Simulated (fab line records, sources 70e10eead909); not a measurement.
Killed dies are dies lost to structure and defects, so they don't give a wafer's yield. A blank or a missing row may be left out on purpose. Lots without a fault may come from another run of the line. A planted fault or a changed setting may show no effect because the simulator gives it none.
fab line records | flow nand_harc
record lots=6 wafers=18 last_day=24
route steps=1159 shown THIN_TSV@1107 END@1159
lots that met no fault: from a run of the same line without faults
start_h: hours from the record's first day to the start of the lot's first wafer shown | wait_h: hours since the lot's step before | " the same as in the row above | L1.1+2: a row that stands for several wafers | - no value, or no start given | * or withheld: withheld | < > ~ a bound
route shown NAME@n: a module of which the file shows steps, and the number in the route of the first | usual: mean/standard deviation of fault-free wafers | same: alike in all rows | chamber/n: place in a boat | sites: the reading at each site | _std_site: their standard deviation | _edge_site: outer sites' mean less inner sites' | radius_mm: how far each site lies from the wafer's centre | mask NAME#n: copy n | behind: the tool/chamber that last shaped the wafer | hold: why the lot was held/for how many hours/how that ended | device: the transistor (n, p or np) that didn't switch | end of line: the same wafers' tests at the end of the route | a step without rows: its recipe alone | killed: dies lost to structure and defects at the first sort, not the wafer's yield | map: a wafer's dies, x killed, . not, _ none there
set.NAME: the setting as run; set.NAME@STEP: as run at that earlier step | model.NAME: the simulator's own value behind a step, which no gauge read
lots at some steps of the route; a table a step, a row a wafer
services: from which hour (start_h, from the record's first day; less than 0 if before it) a tool's chamber was out of use, for how many hours, and why
## steps
# step NHARC_THIN_TSV_DEP_43
# recipe target_thk_a=13285 temp_c=withheld pressure_torr=6.5 rf_w=900 teos_flow_sccm=161.4 flow_sccm=2650 target_thk_nm=1328.5 gas=O2 material=SiO2
# usual showerhead_vpp_V=1850/110 throttle_valve_pct=15.9/0.67
# columns lot.wafer tool chamber start_h wait_h showerhead_vpp_V throttle_valve_pct
L528.3 pecvd-02 1 429.68 - 1798 16.2
L528.5 " 0 " " 2026 16.4
L528.4 " 1 " " 1821 16.3
L529.6 pecvd-04 2 441.34 - 1659 16.2
L529.5 " 0 " " 1766 14.4
L529.4 " 1 " " 1968 15.7
L534.2 pecvd-04 1 470.36 - 1970 16.1
L534.6 " 2 " " 1677 16.3
L534.4 " 0 " " 1768 14.4
L546.6 pecvd-04 2 545.35 - 1663 16.5
L546.4 " 0 " " 1761 14.7
L546.5 " 1 " " 1946 16.4
L545.1 pecvd-02 2 546.40 - 1789 15.4
L545.2 " 0 " " 2011 16.1
L545.5 " 0 " " 2039 16.1
L544.1 pecvd-03 2 552.56 - 1822 16.5
L544.3 " 1 " " 1912 16.1
L544.5 " 2 " " 1811 16.4
# step NHARC_THIN_TSV_DEHYDRATE_04
# recipe temp_c=150 time_s=120
# step NHARC_THIN_TSV_HMDS_05
# recipe time_s=30
# step NHARC_THIN_TSV_COAT_06
# recipe spin_rpm=*
# step NHARC_THIN_TSV_SOFTBAKE_07
# recipe temp_c=122 time_s=95
# step NHARC_THIN_TSV_EBR_08
# step NHARC_THIN_TSV_EXPOSE_09
# recipe na=0.55 dose_mj=30.7 mask_id=TSV
# step NHARC_THIN_TSV_PEB_10
# recipe peb_temp_c=118 peb_time_s=85
# step NHARC_THIN_TSV_DEVELOP_11
# recipe time_s=70
# step NHARC_THIN_TSV_CD_MEAS_12
# recipe target_cd_nm=1000 landing_energy_ev=500
# usual cd_nm=999.4/1.1
# columns lot.wafer tool chamber start_h wait_h cd_nm
L528.3 cd_sem-01 0 430.47 - 999.3
L528.4 " 0 " " 998.3
L528.5 " 0 " " 999.5
L529.4 cd_sem-01 0 442.05 - 998.0
L529.5 " 0 " " 999.3
L529.6 " 0 " " 1000.5
L534.2 cd_sem-03 0 471.07 - 998.0
L534.4 " 0 " " 997.2
L534.6 " 0 " " 998.8
L546.4 cd_sem-02 0 545.93 - 1000.7
L546.5 " 0 " " 999.9
L546.6 " 0 " " 1001.5
L545.1 cd_sem-03 0 547.38 - 998.1
L545.2 " 0 " " 998.9
L545.5 " 0 " " 999.3
L544.1 cd_sem-03 0 553.39 - 1000.1
L544.3 " 0 " " 999.6
L544.5 " 0 " " 1000.7
# step NHARC_THIN_TSV_HARDBAKE_13
# recipe temp_c=125 time_s=80
# step NHARC_THIN_TSV_DESCUM_14
# recipe time_s=3 o2_flow_sccm=200 ar_flow_sccm=0 bias_power_w=0 chemistry=O2
# usual drypump_motor_current_A=5.6/0.5 oes_product_au=1.000/0.007 rf_vpp_V=57.7/0.9 showerhead_plenum_p_Torr=1.91/0.11 throttle_valve_pct=11.311/0.0081
# same time_s=3
# columns lot.wafer tool chamber start_h wait_h drypump_motor_current_A oes_product_au rf_hours_counter_h rf_vpp_V showerhead_plenum_p_Torr throttle_valve_pct
L528.3 rie_diel-10 2 430.64 - 6.4 0.985 5 58.5 2.04 11.306
L528.5 " 1 " " 5.2 1.008 - 57.6 1.78 11.324
L528.4 " 2 " " 6.4 0.986 - 57.8 2.04 11.307
L529.4 rie_diel-03 2 442.20 - 5.0 1.008 2 56.3 1.79 11.300
L529.6 " 2 " " 5.0 0.987 - 57.0 1.79 11.315
L529.5 " 3 " " 5.5 1.001 - 57.3 2.06 11.308
L534.4 rie_diel-10 0 471.24 - 6.3 1.010 8 58.0 2.06 11.317
L534.2 " 1 " " 5.3 1.006 8 57.8 1.78 11.317
L534.6 " 3 " " 5.3 0.999 - 57.6 1.95 11.321
L546.4 rie_diel-10 0 546.09 - 6.3 1.000 0 58.4 2.05 11.314
L546.5 " 3 " " 5.3 1.001 - 58.8 1.95 11.299
L546.6 " 0 " " 6.3 0.993 - 58.0 2.06 11.313
L545.2 rie_diel-03 0 547.55 - 5.2 1.009 9 57.9 1.85 11.322
L545.1 " 1 " " 5.2 1.010 9 57.8 1.79 11.314
L545.5 " 2 " " 5.0 0.989 - 57.7 1.79 11.315
L544.1 rie_diel-03 0 553.57 - 5.2 0.986 10 57.4 1.85 11.305
L544.3 " 1 " " 5.2 0.998 9 57.6 1.79 11.308
L544.5 " 0 " " 5.2 1.003 - 58.5 1.86 11.301
# step NHARC_THIN_TSV_ETCH_44
# recipe target_depth_a=15942 time_s=797.1 cf4_flow_sccm=150 o2_flow_sccm=10 ar_flow_sccm=0 rf_w=300 bias_w=800 chemistry=CF4/O2
# usual bias_w=800.0/2.2 cf4_flow_sccm=150.0/0.45 drypump_motor_current_A=5.6/0.5 oes_product_au=0.999/0.0062 rf_vpp_V=794/6.1 showerhead_plenum_p_Torr=1.83/0.094 throttle_valve_pct=16.914/0.009 time_s=797.1/0
# columns lot.wafer tool chamber start_h wait_h bias_w cf4_flow_sccm drypump_motor_current_A oes_product_au rf_hours_counter_h rf_vpp_V showerhead_plenum_p_Torr throttle_valve_pct time_s
L528.3 rie_diel-10 0 430.88 0.2 797.0 150.1 6.3 1.005 5 802 1.96 16.910 797.1
L528.5 " 1 " " 798.4 150.7 5.2 1.001 - 786 1.71 16.914 797.1
L528.4 " 0 " " 796.1 150.3 6.3 1.005 - 800 1.96 16.908 797.1
L529.4 rie_diel-03 2 442.46 0.2 799.3 149.4 5.0 0.990 2 786 1.72 16.912 797.1
L529.5 " 3 " " 801.6 150.1 5.5 0.996 - 803 1.97 16.931 797.1
L529.6 " 0 " " 799.6 151.1 5.2 0.997 - 792 1.78 16.905 797.1
L534.4 rie_diel-10 2 471.37 0.1 800.3 150.4 6.4 0.985 8 801 1.94 16.923 797.1
L534.2 " 3 " " 803.0 150.1 5.4 1.004 5 795 1.87 16.912 797.1
L534.6 " 1 " " 798.7 150.5 5.3 0.994 - 785 1.71 16.930 797.1
L546.4 rie_diel-10 1 546.34 0.2 800.8 149.4 5.2 1.004 1 786 1.71 16.920 797.1
L546.5 " 2 " " 801.6 149.9 6.4 0.998 - 803 1.94 16.925 797.1
L546.6 " 3 " " 799.0 150.1 5.3 1.006 - 796 1.87 16.924 797.1
L545.1 rie_diel-03 2 547.73 0.2 - - - - - - - - -
L545.2 " 3 " " - - - - - - - - -
L545.5 " 0 " " - - - - - - - - -
L544.3 rie_diel-03 1 553.70 0.1 - - - - - - - - -
L544.1 " 3 " " - - - - - - - - -
L544.5 " 0 " " - - - - - - - - -
# step NHARC_THIN_TSV_ETCH_15
# recipe target_depth_a=30000 bosch_target_overetch_cycles=2 bosch_etch_step_s=2.8 bosch_dep_step_s=1.2 bosch_cycles=14
# usual drypump_motor_current_A=5.9/0.57
# same bosch_cycles=14 bosch_dep_step_s=1.2
# columns lot.wafer tool chamber start_h wait_h drypump_motor_current_A rf_hours_counter_h
L528.3 rie_si-04 0 431.41 - 6.3 1.4
L528.4 " 3 " " 5.2 1.3
L528.5 " 1 " " 6.6 -
L529.4 rie_si-05 0 442.86 - 6.4 0.2
L529.5 " 0 " " 6.4 -
L529.6 " 1 " " 6.2 -
L534.4 rie_si-06 1 471.91 - 4.6 1.0
L534.2 " 2 " " 5.5 0.3
L534.6 " 1 " " 4.6 -
L546.4 rie_si-05 0 546.77 - 6.4 0.9
L546.5 " 2 " " 5.7 -
L546.6 " 3 " " 6.2 -
L545.2 rie_si-04 2 548.20 0.4 5.8 0.8
L545.1 " 0 " " 6.3 0.8
L545.5 " 2 " " 5.8 -
L544.3 rie_si-06 1 554.21 0.5 4.6 0.1
L544.1 " 3 " " 6.3 0.0
L544.5 " 2 " " 5.6 -
# step NHARC_END_SORT_01
# recipe temp_c=25
# usual defect_limited_yield=95.4/1.5 killed_at_array=26/9.6 killed_at_other=0.7/0.92 killed_at_periphery=3.8/2.7 killed_dies=31/10 killed_open=3.3/1.7 killed_short=1.8/1.3 sort_bin_2_pct=1.4/0.62 sort_bin_3_pct=0.23/0.21 sort_bin_4_pct=2.9/0.95 sort_n_pass=646/10 sort_rim_yield_pct=94/3.2 sort_yield_pct=95.4/1.5
# same gross_dies=677 sort_bin_5_pct[%]=0 sort_bin_6_pct[%]=0 sort_bin_7_pct[%]=0 sort_bin_8_pct[%]=0 sort_rim_n_gross=106.00
# columns lot.wafer tool chamber start_h wait_h defect_limited_yield[%] killed_at_array killed_at_other killed_at_periphery killed_dies killed_open killed_short sort_bin_2_pct[%] sort_bin_3_pct[%] sort_bin_4_pct[%] sort_n_pass sort_rim_yield_pct[%] sort_yield_pct[%]
L545.1 prober-01 0 560.88 2.5 0 49 627 1 677 3 2 95.6 0.59 3.8 0 0 0
L545.2 prober-01 0 561.68 2.8 0 53 619 5 677 5 4 94.1 0.59 5.3 0 0 0
L545.5 prober-01 0 564.09 3.7 0 34 640 3 677 2 4 96.2 0 3.8 0 0 0
L544.1 prober-01 0 568.72 2.5 0 25 652 0 677 2 0 97.3 0.30 2.4 0 0 0
L544.3 prober-01 0 570.34 3.1 0 26 647 4 677 4 0 96.8 0.15 3.1 0 0 0
L544.5 prober-01 0 571.97 3.7 0 31 645 1 677 0 0 96.2 0.30 3.5 0 0 0
# killed by level:class
L545.1 THIN_TSV:area_etch=627 A_CHANNEL_HOLE_D1:chamber_film_flake=24 A_SLIT:chamber_film_flake=10 A_STAIRCASE:chamber_film_flake=5 A_CONTACT:chamber_film_flake=5 A_SOURCE_PLATE:geometric_particle:short=1 A_ONON_D1:geometric_particle:short=1 A_CHANNEL_FILL_D1:geometric_particle:open=1
L545.2 THIN_TSV:area_etch=619 A_CHANNEL_HOLE_D1:chamber_film_flake=22 A_SLIT:chamber_film_flake=12 A_CONTACT:chamber_film_flake=5 A_M0:geometric_particle:open=4 A_ONON_D1:geometric_particle:short=3 P_STI:chamber_film_flake=3 A_STAIRCASE:chamber_film_flake=3
L545.5 THIN_TSV:area_etch=640 A_CHANNEL_HOLE_D1:chamber_film_flake=16 A_SLIT:chamber_film_flake=10 A_STAIRCASE:chamber_film_flake=2 A_CONTACT:chamber_film_flake=2 P_M0:geometric_particle:short=1 P_M1:geometric_particle:short=1 A_ONON_D1:geometric_particle:open=1
L544.1 THIN_TSV:area_etch=652 A_CONTACT:chamber_film_flake=14 A_CHANNEL_HOLE_D1:chamber_film_flake=6 A_STAIRCASE:chamber_film_flake=3 A_ONON_D1:geometric_particle:open=1 A_SGD_CUT:geometric_particle:open=1
L544.3 THIN_TSV:area_etch=644 A_CHANNEL_HOLE_D1:chamber_film_flake=11 A_CONTACT:chamber_film_flake=6 A_STAIRCASE:chamber_film_flake=5 THIN_TSV:chamber_film_flake=3 P_CONTACT:geometric_particle:open=2 P_GATE:geometric_particle:open=1 A_CONTACT:geometric_particle:open=1
L544.5 THIN_TSV:area_etch=644 A_CONTACT:chamber_film_flake=15 A_CHANNEL_HOLE_D1:chamber_film_flake=13 A_STAIRCASE:chamber_film_flake=3 P_ZERO_WELL:chamber_film_flake=1 THIN_TSV:chamber_film_flake=1
# map L544.1 (x killed, . not)
____________x____________
_________xxxxxxx_________
_______xxxxxxxxxxx_______
______xxxxxxxxxxxxx______
_____xxxxxxxxxxxxxxx_____
____xxxxxxxxxxxxxxxxx____
____xxxxxxxxxxxxxxxxx____
___xxxxxxxxxxxxxxxxxxx___
___xxxxxxxxxxxxxxxxxxx___
__xxxxxxxxxxxxxxxxxxxxx__
__xxxxxxxxxxxxxxxxxxxxx__
_xxxxxxxxxxxxxxxxxxxxxxx_
_xxxxxxxxxxxxxxxxxxxxxxx_
_xxxxxxxxxxxxxxxxxxxxxxx_
_xxxxxxxxxxxxxxxxxxxxxxx_
_xxxxxxxxxxxxxxxxxxxxxxx_
xxxxxxxxxxxxxxxxxxxxxxxxx
xxxxxxxxxxxxxxxxxxxxxxxxx
xxxxxxxxxxxxxxxxxxxxxxxxx
xxxxxxxxxxxxxxxxxxxxxxxxx
xxxxxxxxxxxxxxxxxxxxxxxxx
_xxxxxxxxxxxxxxxxxxxxxxx_
_xxxxxxxxxxxxxxxxxxxxxxx_
_xxxxxxxxxxxxxxxxxxxxxxx_
_xxxxxxxxxxxxxxxxxxxxxxx_
_xxxxxxxxxxxxxxxxxxxxxxx_
__xxxxxxxxxxxxxxxxxxxxx__
__xxxxxxxxxxxxxxxxxxxxx__
___xxxxxxxxxxxxxxxxxxx___
___xxxxxxxxxxxxxxxxxxx___
____xxxxxxxxxxxxxxxxx____
____xxxxxxxxxxxxxxxxx____
_____xxxxxxxxxxxxxxx_____
______xxxxxxxxxxxxx______
_______xxxxxxxxxxx_______
_________xxxxxxx_________
____________x____________
# map L545.1 (x killed, . not)
____________x____________
_________xxxxxxx_________
_______xxxxxxxxxxx_______
______xxxxxxxxxxxxx______
_____xxxxxxxxxxxxxxx_____
____xxxxxxxxxxxxxxxxx____
____xxxxxxxxxxxxxxxxx____
___xxxxxxxxxxxxxxxxxxx___
___xxxxxxxxxxxxxxxxxxx___
__xxxxxxxxxxxxxxxxxxxxx__
__xxxxxxxxxxxxxxxxxxxxx__
_xxxxxxxxxxxxxxxxxxxxxxx_
_xxxxxxxxxxxxxxxxxxxxxxx_
_xxxxxxxxxxxxxxxxxxxxxxx_
_xxxxxxxxxxxxxxxxxxxxxxx_
_xxxxxxxxxxxxxxxxxxxxxxx_
xxxxxxxxxxxxxxxxxxxxxxxxx
xxxxxxxxxxxxxxxxxxxxxxxxx
xxxxxxxxxxxxxxxxxxxxxxxxx
xxxxxxxxxxxxxxxxxxxxxxxxx
xxxxxxxxxxxxxxxxxxxxxxxxx
_xxxxxxxxxxxxxxxxxxxxxxx_
_xxxxxxxxxxxxxxxxxxxxxxx_
_xxxxxxxxxxxxxxxxxxxxxxx_
_xxxxxxxxxxxxxxxxxxxxxxx_
_xxxxxxxxxxxxxxxxxxxxxxx_
__xxxxxxxxxxxxxxxxxxxxx__
__xxxxxxxxxxxxxxxxxxxxx__
___xxxxxxxxxxxxxxxxxxx___
___xxxxxxxxxxxxxxxxxxx___
____xxxxxxxxxxxxxxxxx____
____xxxxxxxxxxxxxxxxx____
_____xxxxxxxxxxxxxxx_____
______xxxxxxxxxxxxx______
_______xxxxxxxxxxx_______
_________xxxxxxx_________
____________x____________
## services
# columns tool chamber start_h hours kind
rie_diel-10 0 411.50 - clean
rie_diel-10 1 411.50 - clean
rie_diel-10 2 411.50 - clean
rie_diel-10 3 411.50 - clean
rie_diel-10 3 413.55 28.7 repair
rie_si-05 - 416.00 9.0 pm
rie_diel-03 0 426.08 - clean
rie_diel-03 1 426.08 - clean
pecvd-03 2 445.72 3.7 repair
rie_si-04 - 453.00 9.0 pm
pecvd-03 1 459.06 13.2 repair
rie_diel-03 2 470.40 2.7 repair
pecvd-03 - 473.71 13.0 pm
rie_diel-03 0 508.97 2.9 repair
pecvd-02 - 515.24 13.0 pm
rie_diel-10 3 523.69 4.2 repair
rie_diel-10 - 530.50 9.0 pm
rie_si-05 1 533.23 5.9 repair
rie_si-06 - 537.00 9.0 pm
pecvd-02 1 540.71 13.1 repair
rie_diel-03 1 542.01 3.5 repair
rie_diel-10 - 546.87 0.3 repair
rie_si-05 2 547.80 9.2 repair
pecvd-02 0 548.65 5.9 repair
## key
first_sign step=NHARC_THIN_TSV_ETCH_44 reading=tool_record direction=missing
effect step=NHARC_END_SORT_01 reading=killed_at_other direction=up sigmas=99+ usual=0.7 struck=638.3
more_kills_born_at NHARC_THIN_TSV_ETCH_44@rie_diel-03=3826
met_at NHARC_THIN_TSV_ETCH_44
struck_wafers L544.1,L544.3,L544.5,L545.1,L545.2,L545.5
later_rows_left_out L544.1,L544.3,L544.5,L545.1,L545.2,L545.5
onset_between 442.46 547.73
fault kind=skipped_step_whole tool=rie_diel-03 chamber=- onset_h=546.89 steps=NHARC_THIN_TSV_ETCH_44 scope=struck_lots_only
# later_rows_left_out: the simulator's readings of these wafers behind a module that went badly wrong aren't trusted and aren't shown, but for the sort
